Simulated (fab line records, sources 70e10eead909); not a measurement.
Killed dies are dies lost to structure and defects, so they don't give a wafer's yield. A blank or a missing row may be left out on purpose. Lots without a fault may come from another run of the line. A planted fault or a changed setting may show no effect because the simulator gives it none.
Chamber matching | flow nand_harc | NHARC_A_M0_ETCH_34 on rie_diel-08: 4 sister chambers
The step etches the open film in N2/H2, target depth 40 nm, overetch 12 nm, time 43.94 s. 20 wafers are shown with their chamber, then 10 later ones without.

WAFERS WITH THEIR CHAMBER
wafer  | chamber | showerhead_plenum_p_Torr (Torr) | rf_vpp_V (V) | oes_product_au (a.u.)
L074.2 | 1       | 2.18                            | 434.2        | 1.001
L074.4 | 3       | 1.94                            | 427.0        | 1.004
L074.6 | 1       | 2.17                            | 433.0        | 0.997
L075.1 | 1       | 2.18                            | 435.1        | 1.003
L075.3 | 2       | 1.93                            | 427.5        | 0.989
L075.6 | 3       | 1.94                            | 427.6        | 1.010
L076.2 | 1       | 2.17                            | 434.4        | 1.005
L076.3 | 3       | 1.94                            | 428.4        | 0.996
L076.5 | 3       | 1.94                            | 427.5        | 0.996
L077.1 | 0       | 1.99                            | 428.4        | 1.000
L077.3 | 2       | 1.92                            | 428.0        | 0.994
L077.5 | 3       | 1.94                            | 428.7        | 0.999
L079.1 | 0       | 1.99                            | 430.2        | 1.005
L079.2 | 1       | 2.17                            | 433.1        | 0.992
L079.3 | 2       | 1.92                            | 427.2        | 0.998
L080.1 | 1       | 2.17                            | 434.1        | 1.011
L080.5 | 3       | 1.94                            | 428.8        | 1.012
L080.6 | 0       | 1.99                            | 429.6        | 1.012
L090.1 | 3       | 1.94                            | 426.9        | 1.007
L090.2 | 2       | 1.92                            | 426.9        | 1.000

SIGNATURES (means of the wafers above)
reading                  | chamber 0 | chamber 1 | chamber 2 | chamber 3 | scatter within a chamber
showerhead_plenum_p_Torr | 1.9900    | 2.1733    | 1.9225    | 1.9400    | 0.00361
rf_vpp_V                 | 429.400   | 433.983   | 427.400   | 427.843   | 0.763
oes_product_au           | 1.00567   | 1.00150   | 0.99525   | 1.00343   | 0.00622
Rule: a wafer's distance from a chamber is the root of the sum, over the readings, of the square of ((its reading less the chamber's mean) divided by the reading's scatter). The wafer belongs to the nearest chamber; if the next one is less than 2 further off, it can't be placed. The scatter: the root of (the sum of the squares of (reading less its chamber's mean) over the shown wafers, divided by (wafers less chambers)).

WAFERS WITHOUT THEIR CHAMBER
wafer  | showerhead_plenum_p_Torr (Torr) | rf_vpp_V (V) | oes_product_au (a.u.)
L090.3 | 2.17                            | 433.5        | 1.008
L093.2 | 1.99                            | 429.4        | 0.995
L093.3 | 1.92                            | 427.2        | 1.006
L093.6 | 1.94                            | 427.2        | 1.005
L095.2 | 1.94                            | 427.4        | 0.995
L095.3 | 1.92                            | 427.2        | 0.991
L095.4 | 2.17                            | 434.1        | 0.994
L096.1 | 1.99                            | 430.6        | 1.001
L096.3 | 1.92                            | 425.7        | 1.007
L096.4 | 1.94                            | 428.8        | 1.013

WHICH CHAMBER EACH WENT THROUGH
wafer  | from the rows above | in truth
L090.3 | 1                   | 1
L093.2 | 0                   | 0
L093.3 | 2                   | 2
L093.6 | 3                   | 3
L095.2 | 3                   | 3
L095.3 | 2                   | 2
L095.4 | 1                   | 1
L096.1 | 0                   | 0
L096.3 | 2                   | 2
L096.4 | 3                   | 3
Placed correctly: 10 of 10. Can't be placed from these rows: 0. Placed wrongly: 0.
